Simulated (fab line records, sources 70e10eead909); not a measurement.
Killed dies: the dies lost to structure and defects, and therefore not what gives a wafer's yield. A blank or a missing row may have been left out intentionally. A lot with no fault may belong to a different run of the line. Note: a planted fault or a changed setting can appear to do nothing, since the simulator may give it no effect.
Which of the tools did it?    flow nand-harc    24 lots, 72 wafers sampled, at 5 steps of a route of 1159

WHAT THE GAUGES READ, wafer by wafer
NHARC_A_CONTACT_CD_MEAS_80. Usual: 189.4 nm for cd-nm, sd 0.91.
lot   measured      on         cd-nm (nm)         flag
L074  day 17 00:53  cd-sem-01  189.9 189.6 190.3  
L075  day 17 10:43  cd-sem-01  187.3 187.9 187.9  
L076  day 17 16:43  cd-sem-01  189.4 188.5 189.7  
L077  day 17 20:14  cd-sem-02  190.1 191.5 190.3  
L081  day 18 03:23  cd-sem-02  189.7 190.1 189.9  
L078  day 18 06:41  cd-sem-02  188.8 189.5 189.8  
L079  day 18 08:41  cd-sem-01  189.0 189.1 188.7  
L082  day 19 08:46  cd-sem-01  187.5 187.1 188.6  
L084  day 19 09:04  cd-sem-03  189.1 189.7 189.2  
L080  day 19 16:26  cd-sem-02  189.4 188.8 189.1  
L083  day 19 22:55  cd-sem-03  190.2 191.3 190.8  
L085  day 20 04:04  cd-sem-01  190.1 191.3 190.2  
L091  day 20 23:38  cd-sem-01  189.2 189.7 189.5  
L087  day 21 00:49  cd-sem-03  190.2 189.5 189.0  
L086  day 21 06:19  cd-sem-01  190.2 189.6 189.9  
L088  day 21 08:36  cd-sem-02  190.1 191.1 189.5  
L089  day 21 14:22  cd-sem-03  190.3 189.6 189.4  
L090  day 21 22:43  cd-sem-02  189.8 189.2 189.7  
L092  day 22 01:14  cd-sem-03  189.5 189.0 188.8  
L094  day 22 08:29  cd-sem-03  189.6 188.8 188.5  
L096  day 22 08:25  cd-sem-02  187.5 188.2 187.8  
L093  day 22 12:49  cd-sem-02  188.2 188.7 188.2  
L095  day 22 22:06  cd-sem-03  189.1 190.5 189.4  
L097  day 22 23:27  cd-sem-01  190.9 189.3 190.8  

EACH LOT AND THE TOOL THAT RAN IT (in order: tool; ch and the chambers of the sampled wafers; start)
lot   NHARC_A_CONTACT_ETCH_50                        NHARC_A_CONTACT_ETCH_120              NHARC_A_CONTACT_ETCH_124              NHARC_A_CONTACT_ETCH_97
L074  rie-diel-06 ch 1,3, day 16 13:02 or earlier    har-cap-etch-01 ch 0,1, day 16 13:02  har-cap-etch-03 ch 0,1, day 16 22:19  rie-diel-13 ch 0,2,3, day 17 00:53 or earlier
L075  rie-diel-13 ch 0,1,3, day 16 23:13 or earlier  har-cap-etch-02 ch 0,1, day 16 23:13  har-cap-etch-01 ch 0, day 17 08:37    rie-diel-13 ch 2,3, day 17 10:43 or earlier
L076  rie-diel-06 ch 1,2,3, day 17 07:02 or earlier  har-cap-etch-03 ch 0,1, day 17 07:02  har-cap-etch-01 ch 0, day 17 14:35    rie-diel-06 ch 0,1,3, day 17 16:43 or earlier
L077  rie-diel-06 ch 0,1,3, day 17 10:47 or earlier  har-cap-etch-02 ch 0,1, day 17 10:47  har-cap-etch-01 ch 1, day 17 18:06    rie-diel-06 ch 2,3, day 17 20:14 or earlier
L081  rie-diel-06 ch 0,2,3, day 17 18:58 or earlier  har-cap-etch-03 ch 0,1, day 17 18:58  har-cap-etch-03 ch 0,1, day 18 01:15  rie-diel-06 ch 0,2,3, day 18 03:23 or earlier
L078  rie-diel-06 ch 0,2,3, day 17 22:47 or earlier  har-cap-etch-03 ch 0,1, day 17 22:47  har-cap-etch-01 ch 0,1, day 18 04:35  rie-diel-13 ch 0,2,3, day 18 06:41 or earlier
L079  rie-diel-06 ch 0,1,2, day 18 00:28 or earlier  har-cap-etch-01 ch 0,1, day 18 00:28  har-cap-etch-02 ch 0,1, day 18 06:34  rie-diel-06 ch 2,3, day 18 08:37
L082  rie-diel-06 ch 0,1,3, day 19 00:44 or earlier  har-cap-etch-03 ch 0,1, day 19 00:44  har-cap-etch-02 ch 0,1, day 19 06:38  rie-diel-06 ch 0,2,3, day 19 08:46 or earlier
L084  rie-diel-13 ch 1,2,3, day 19 00:50 or earlier  har-cap-etch-01 ch 0,1, day 19 00:50  har-cap-etch-03 ch 0,1, day 19 06:56  rie-diel-06 ch 0,1,2, day 19 09:04 or earlier
L080  rie-diel-13 ch 0,1,2, day 19 08:08 or earlier  har-cap-etch-01 ch 0,1, day 19 08:08  har-cap-etch-01 ch 0,1, day 19 14:18  rie-diel-06 ch 1,2,3, day 19 16:26 or earlier
L083  rie-diel-06 ch 0,2,3, day 19 13:38 or earlier  har-cap-etch-02 ch 0,1, day 19 13:38  har-cap-etch-03 ch 0,1, day 19 20:44  rie-diel-03 ch 0,2,3, day 19 22:55 or earlier
L085  rie-diel-06 ch 0,1,3, day 19 14:05 or earlier  har-cap-etch-03 ch 0,1, day 19 14:05  har-cap-etch-02 ch 0,1, day 19 21:07  rie-diel-06 ch 0,2,3, day 20 04:04 or earlier
L091  rie-diel-06 ch 0,1,2, day 20 14:41 or earlier  har-cap-etch-02 ch 0,1, day 20 14:41  har-cap-etch-01 ch 0,1, day 20 21:32  rie-diel-13 ch 0,1, day 20 23:38 or earlier
L087  rie-diel-06 ch 0,2,3, day 20 16:53 or earlier  har-cap-etch-01 ch 0,1, day 20 16:53  har-cap-etch-03 ch 0,1, day 20 22:41  rie-diel-13 ch 0,1,3, day 21 00:49 or earlier
L086  rie-diel-03 ch 0,2,3, day 20 18:34 or earlier  har-cap-etch-03 ch 0,1, day 20 18:34  har-cap-etch-01 ch 0,1, day 21 04:12  rie-diel-13 ch 0,1,2, day 21 06:19 or earlier
L088  rie-diel-06 ch 0,2,3, day 20 21:15 or earlier  har-cap-etch-02 ch 0,1, day 20 21:15  har-cap-etch-03 ch 0,1, day 21 05:59  rie-diel-13 ch 0,1,2, day 21 08:36 or earlier
L089  rie-diel-06 ch 2,3, day 21 01:20 or earlier    har-cap-etch-02 ch 1, day 21 01:20    har-cap-etch-02 ch 0,1, day 21 12:15  rie-diel-03 ch 0,3, day 21 14:22 or earlier
L090  rie-diel-03 ch 1,2,3, day 21 13:07 or earlier  har-cap-etch-03 ch 0,1, day 21 13:07  har-cap-etch-02 ch 0,1, day 21 20:28  rie-diel-06 ch 1,3, day 21 22:38
L092  rie-diel-13 ch 1,2,3, day 21 16:08 or earlier  har-cap-etch-02 ch 0, day 21 16:08    har-cap-etch-02 ch 0,1, day 21 23:07  rie-diel-06 ch 0,1, day 22 01:09
L094  rie-diel-13 ch 1,2,3, day 21 23:34 or earlier  har-cap-etch-03 ch 0,1, day 21 23:34  har-cap-etch-03 ch 0,1, day 22 05:49  rie-diel-06 ch 0,1, day 22 08:29 or earlier
L096  rie-diel-03 ch 1,2, day 21 23:51 or earlier    har-cap-etch-01 ch 0,1, day 21 23:51  har-cap-etch-01 ch 0,1, day 22 06:14  rie-diel-06 ch 0,1,2, day 22 08:25 or earlier
L093  rie-diel-03 ch 0,3, day 22 04:45 or earlier    har-cap-etch-01 ch 0,1, day 22 04:45  har-cap-etch-02 ch 0,1, day 22 10:44  rie-diel-06 ch 0,1,3, day 22 12:49 or earlier
L095  rie-diel-13 ch 0,1,2, day 22 13:58 or earlier  har-cap-etch-01 ch 0,1, day 22 13:58  har-cap-etch-01 ch 0,1, day 22 19:56  rie-diel-13 ch 1,2, day 22 22:06 or earlier
L097  rie-diel-03 ch 0,2,3, day 22 15:16 or earlier  har-cap-etch-03 ch 0,1, day 22 15:16  har-cap-etch-03 ch 0,1, day 22 21:20  rie-diel-13 ch 0,1, day 22 23:27 or earlier
- NHARC_A_CONTACT_ETCH_50: etches the open film in CF4/CHF3, target depth 84.7 nm, time 42.4 s.
- NHARC_A_CONTACT_ETCH_120: etches the open film in C4F8/O2/Ar, time 94 s, target depth 922 nm.
- NHARC_A_CONTACT_ETCH_124: etches the open film in C4F8/O2/Ar, time 140 s, target depth 700 nm.
- NHARC_A_CONTACT_ETCH_97: etches the open film in C4F6/O2, target depth 20 nm, time 10 s.

WHAT THE TOOLS THEMSELVES READ (means of the sampled wafers that have a number; where no wafer has one, the mark that the record gives instead)
NHARC_A_CONTACT_ETCH_50. Usual: drypump-motor-current-A 5.8 A, standard deviation 0.31; oes-product-au 0.950 a.u., standard deviation 0.025; rf-vpp-V 370.8 V, standard deviation 2.7; showerhead-plenum-p-Torr 1.58 Torr, standard deviation 0.08; throttle-valve-pct 16.802 %, standard deviation 0.0093.
lot   tool         drypump-motor-current-A (A)  oes-product-au (a.u.)  rf-vpp-V (V)  showerhead-plenum-p-Torr (Torr)  throttle-valve-pct (%)  flag
L074  rie-diel-06  5.9                          0.954                  369.9         1.53                             16.807                  
L075  rie-diel-13  5.9                          0.922                  367.6         1.51                             16.794                  
L076  rie-diel-06  5.8                          0.961                  370.7         1.56                             16.804                  
L077  rie-diel-06  5.8                          0.947                  368.8         1.51                             16.799                  
L081  rie-diel-06  5.7                          0.973                  370.2         1.54                             16.800                  
L078  rie-diel-06  5.7                          0.937                  369.2         1.54                             16.799                  
L079  rie-diel-06  5.6                          0.974                  370.9         1.57                             16.803                  
L082  rie-diel-06  5.8                          0.971                  370.7         1.59                             16.795                  
L084  rie-diel-13  5.7                          0.934                  370.2         1.54                             16.799                  
L080  rie-diel-13  5.6                          0.918                  371.2         1.57                             16.808                  
L083  rie-diel-06  5.7                          0.973                  371.4         1.62                             16.804                  
L085  rie-diel-06  5.7                          0.944                  370.8         1.59                             16.799                  
L091  rie-diel-06  5.6                          0.942                  370.4         1.57                             16.811                  
L087  rie-diel-06  5.7                          0.961                  372.0         1.61                             16.808                  
L086  rie-diel-03  6.1                          0.927                  371.4         1.61                             16.794                  
L088  rie-diel-06  5.7                          0.965                  371.2         1.61                             16.799                  
L089  rie-diel-06  5.7                          0.952                  372.6         1.66                             16.801                  
L090  rie-diel-03  6.1                          0.966                  371.6         1.61                             16.800                  
L092  rie-diel-13  5.7                          0.969                  372.1         1.62                             16.790                  
L094  rie-diel-13  5.7                          0.937                  371.9         1.62                             16.808                  
L096  rie-diel-03  6.2                          0.926                  369.6         1.57                             16.798                  
L093  rie-diel-03  6.2                          0.961                  371.1         1.57                             16.802                  
L095  rie-diel-13  5.7                          0.960                  370.2         1.57                             16.803                  
L097  rie-diel-03  6.1                          0.923                  370.6         1.60                             16.809                  

NHARC_A_CONTACT_ETCH_97. Usual: drypump-motor-current-A 5.8 A, standard deviation 0.3; oes-product-au 0.968 a.u., standard deviation 0.028; rf-vpp-V 547 V, standard deviation 4.1; showerhead-plenum-p-Torr 3.93 Torr, standard deviation 0.19; throttle-valve-pct 26.903 %, standard deviation 0.0087.
lot   tool         drypump-motor-current-A (A)  oes-product-au (a.u.)  rf-vpp-V (V)  showerhead-plenum-p-Torr (Torr)  throttle-valve-pct (%)  flag
L074  rie-diel-13  5.7                          0.920                  547           3.90                             26.914                  
L075  rie-diel-13  5.5                          0.955                  549           4.00                             26.908                  
L076  rie-diel-06  5.7                          0.943                  544           3.77                             26.899                  
L077  rie-diel-06  5.9                          0.976                  545           3.80                             26.900                  
L081  rie-diel-06  5.7                          0.961                  545           3.84                             26.903                  
L078  rie-diel-13  5.7                          0.946                  546           3.90                             26.900                  
L079  rie-diel-06  5.8                          0.957                  547           3.95                             26.902                  
L082  rie-diel-06  5.7                          0.943                  549           4.03                             26.893                  
L084  rie-diel-06  5.6                          0.999                  547           3.92                             26.901                  
L080  rie-diel-06  5.8                          0.943                  551           4.08                             26.901                  
L083  rie-diel-03  6.1                          1.002                  549           4.00                             26.890                  
L085  rie-diel-06  5.7                          0.933                  549           4.02                             26.899                  
L091  rie-diel-13  5.8                          0.984                  544           3.77                             26.902                  
L087  rie-diel-13  5.9                          1.000                  548           3.94                             26.902                  
L086  rie-diel-13  5.6                          0.931                  546           3.91                             26.901                  
L088  rie-diel-13  5.6                          0.981                  547           3.91                             26.910                  
L089  rie-diel-03  6.1                          0.991                  545           3.85                             26.903                  
L090  rie-diel-06  6.0                          0.992                  551           4.11                             26.904                  
L092  rie-diel-06  5.7                          0.957                  545           3.85                             26.901                  
L094  rie-diel-06  5.5                          1.006                  545           3.79                             26.902                  
L096  rie-diel-06  5.6                          0.963                  546           3.91                             26.904                  
L093  rie-diel-06  5.8                          1.005                  547           3.95                             26.905                  
L095  rie-diel-13  5.6                          0.968                  545           3.85                             26.902                  
L097  rie-diel-13  5.8                          1.003                  543           3.76                             26.902                  

THE ANSWER, worked out from the rows above alone
Rule: take the mean of a lot's wafers that have a number; if it is more than 3 standard deviations from the usual mean, the lot is off. Also off: a lot with no number at a reading for which 4 or more lots have one. Where the step has rows for the other lots, those lots are counted as sound. Order of review: gauges by route order, followed by the tools' own readings, for which a lot's mean as printed above is used. At the first step where some lot is off, the reading lying furthest off is the one used; lots without a number count as furthest.
No lot is off on any of the readings shown, so nothing can be concluded from this.

WHAT THE SIMULATOR PUT IN
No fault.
